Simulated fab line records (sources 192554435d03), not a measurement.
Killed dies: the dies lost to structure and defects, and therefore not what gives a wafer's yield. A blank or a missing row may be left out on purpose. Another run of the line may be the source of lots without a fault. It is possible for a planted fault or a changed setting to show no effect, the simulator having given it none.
Matching of chambers ; flow n5-finfet ; 4 sister chambers for N5_BEOL_M10_ETCH_62 on rie-diel-06
The step etches SOC in N2/H2, target depth 110 nm, overetch 22 nm, time 165 s. 16 wafers are shown with their chamber, then 8 later ones without.

WAFERS, EACH WITH ITS CHAMBER
wafer;chamber;drypump-motor-current-A (A);showerhead-plenum-p-Torr (Torr);throttle-valve-pct (%)
L074.2;2;5.9;2.43;17.67
L074.5;3;4.9;2.57;18.05
L074.6;0;6.9;2.45;17.54
L075.3;3;4.9;2.57;18.03
L075.4;0;6.8;2.45;17.54
L075.5;1;5.7;2.65;18.25
L077.1;0;6.8;2.45;17.54
L077.3;3;4.9;2.56;18.06
L077.5;3;4.9;2.56;18.06
L076.2;3;4.9;2.56;18.06
L076.4;1;5.7;2.65;18.25
L076.6;1;5.7;2.65;18.24
L086.1;0;6.8;2.44;17.58
L086.2;2;6.0;2.42;17.71
L086.4;3;4.9;2.56;18.09
L091.4;0;6.8;2.44;17.59

SIGNATURES, as means of the wafers listed above
reading;chamber 0;chamber 1;chamber 2;chamber 3;scatter within a chamber
drypump-motor-current-A;6.820;5.700;5.950;4.900;0.0329
showerhead-plenum-p-Torr;2.4460;2.6500;2.4250;2.5633;0.00503
throttle-valve-pct;17.5580;18.2467;17.6900;18.0583;0.0209
Rule: for a wafer and a chamber, the distance is found by dividing, reading by reading, the gap between the wafer's reading and the chamber's mean by the reading's scatter, squaring, summing and taking the root. If the next closest chamber is less than 2 further off than the closest, the wafer can't be placed; otherwise it belongs to the closest. The scatter is the square root of a quotient: the sum, over the shown wafers, of each reading's squared deviation from its chamber's mean, divided by wafers minus chambers.

WAFERS MISSING THEIR CHAMBER
wafer;drypump-motor-current-A (A);showerhead-plenum-p-Torr (Torr);throttle-valve-pct (%)
L091.5;5.7;2.64;18.30
L091.6;6.8;2.44;17.61
L093.1;4.9;2.55;18.12
L093.4;5.7;2.63;18.30
L093.5;4.9;2.55;18.10
L094.2;4.9;2.55;18.11
L094.3;5.7;2.63;18.31
L094.4;6.9;2.43;17.61

THE CHAMBER EACH PASSED THROUGH
wafer;from the rows above;in truth
L091.5;1;1
L091.6;0;0
L093.1;3;3
L093.4;1;1
L093.5;3;3
L094.2;3;3
L094.3;1;1
L094.4;0;0
Correctly placed: 8 of 8. Can't be placed from these rows: 0. Wrongly placed: 0.
